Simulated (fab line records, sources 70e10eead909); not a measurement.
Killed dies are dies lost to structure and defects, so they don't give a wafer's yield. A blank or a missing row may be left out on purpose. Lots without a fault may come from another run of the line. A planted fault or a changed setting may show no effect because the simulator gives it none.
Chamber matching | flow nand_harc | NHARC_P_M0_CMP_23 on cmp-03: 4 sister chambers
The step polishes, t overpolish 20 s, target thk 117.54 nm. 16 wafers are shown with their chamber, then 8 later ones without.

WAFERS WITH THEIR CHAMBER
wafer  | chamber | motor_current_A (A) | time_to_endpoint_s (s)
L076.2 | 2       | 9.7                 | 26.4
L076.3 | 1       | 12.7                | 29.5
L076.6 | 1       | 12.8                | 29.1
L077.2 | 1       | 13.5                | 33.2
L077.3 | 0       | 11.3                | 28.5
L077.6 | 3       | 10.0                | 30.5
L080.3 | 2       | 9.5                 | 28.8
L080.4 | 0       | 10.5                | 25.8
L080.5 | 0       | 10.8                | 25.2
L081.2 | 1       | 13.8                | 29.5
L081.3 | 3       | 9.6                 | 30.9
L081.6 | 2       | 9.5                 | 30.8
L083.3 | 2       | 10.4                | 26.2
L083.4 | 3       | 10.2                | 24.6
L083.6 | 1       | 13.1                | 28.5
L085.3 | 3       | 10.5                | 29.2

SIGNATURES (means of the wafers above)
reading            | chamber 0 | chamber 1 | chamber 2 | chamber 3 | scatter within a chamber
motor_current_A    | 10.867    | 13.180    | 9.775     | 10.075    | 0.425
time_to_endpoint_s | 26.500    | 29.960    | 28.050    | 28.800    | 2.22
Rule: a wafer's distance from a chamber is the root of the sum, over the readings, of the square of ((its reading less the chamber's mean) divided by the reading's scatter). The wafer belongs to the nearest chamber; if the next one is less than 2 further off, it can't be placed. The scatter: the root of (the sum of the squares of (reading less its chamber's mean) over the shown wafers, divided by (wafers less chambers)).

WAFERS WITHOUT THEIR CHAMBER
wafer  | motor_current_A (A) | time_to_endpoint_s (s)
L085.5 | 10.1                | 29.5
L085.6 | 10.5                | 29.4
L092.2 | 13.2                | 27.4
L092.4 | 10.4                | 28.1
L092.5 | 10.8                | 27.4
L093.1 | 11.0                | 26.4
L093.2 | 12.8                | 30.1
L093.4 | 9.9                 | 30.6

WHICH CHAMBER EACH WENT THROUGH
wafer  | from the rows above          | in truth
L085.5 | can't be placed: 3 or 2 or 0 | 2
L085.6 | can't be placed: 3 or 0 or 2 | 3
L092.2 | 1                            | 1
L092.4 | can't be placed: 3 or 0 or 2 | 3
L092.5 | can't be placed: 0 or 3 or 2 | 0
L093.1 | 0                            | 0
L093.2 | 1                            | 1
L093.4 | can't be placed: 3 or 2      | 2
Placed correctly: 3 of 8. Can't be placed from these rows: 5 (the true chamber is among the candidates in 5). Placed wrongly: 0.
